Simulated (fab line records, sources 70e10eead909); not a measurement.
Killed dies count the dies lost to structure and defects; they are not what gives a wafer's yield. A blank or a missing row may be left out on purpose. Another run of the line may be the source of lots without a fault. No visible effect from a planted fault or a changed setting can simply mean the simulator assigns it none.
Matching of chambers	flow nand-harc	NHARC_P_GATE_ETCH_32 on rie-si-04: 4 sister chambers
The step etches the open film in HBr/Cl2, target depth 150 nm, time 100.1 s. 4 wafers are shown with their chamber, then 7 later ones without.

WAFERS WITH THEIR CHAMBER
wafer	chamber	drypump-motor-current-A (A)
L079.4	0	6.5
L082.4	1	6.4
L085.3	3	6.5
L085.4	2	5.4

WAFERS WITH NO CHAMBER GIVEN
wafer	drypump-motor-current-A (A)
L085.5	6.5
L092.1	6.6
L092.5	6.5
L092.6	6.5
L097.1	6.5
L097.3	6.6
L097.6	6.5

WHICH CHAMBER EACH ONE RAN IN
wafer	from the rows above	in truth
L085.5	can't be placed: 0 or 3 or 1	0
L092.1	can't be placed: 0 or 3 or 1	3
L092.5	can't be placed: 0 or 3 or 1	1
L092.6	can't be placed: 0 or 3 or 1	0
L097.1	can't be placed: 0 or 3 or 1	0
L097.3	can't be placed: 0 or 3 or 1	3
L097.6	can't be placed: 0 or 3 or 1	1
Correct placement for 0 of the 7. Can't be placed from these rows: 7 (the true chamber is among the candidates in 7). Number placed wrongly: 0.
How it was worked out, from the rows above alone: a wafer's distance from a chamber is the root of the sum, over the readings, of the square of ((its reading less the chamber's mean) divided by the reading's scatter). The wafer belongs to the nearest chamber; if the next one is less than 2 further off, it can't be placed. The mean given for a chamber averages the wafers shown for that chamber. The scatter (one wafer shown for each chamber): square how far every hidden wafer sits from the nearest shown wafer, average those squares and take the square root.
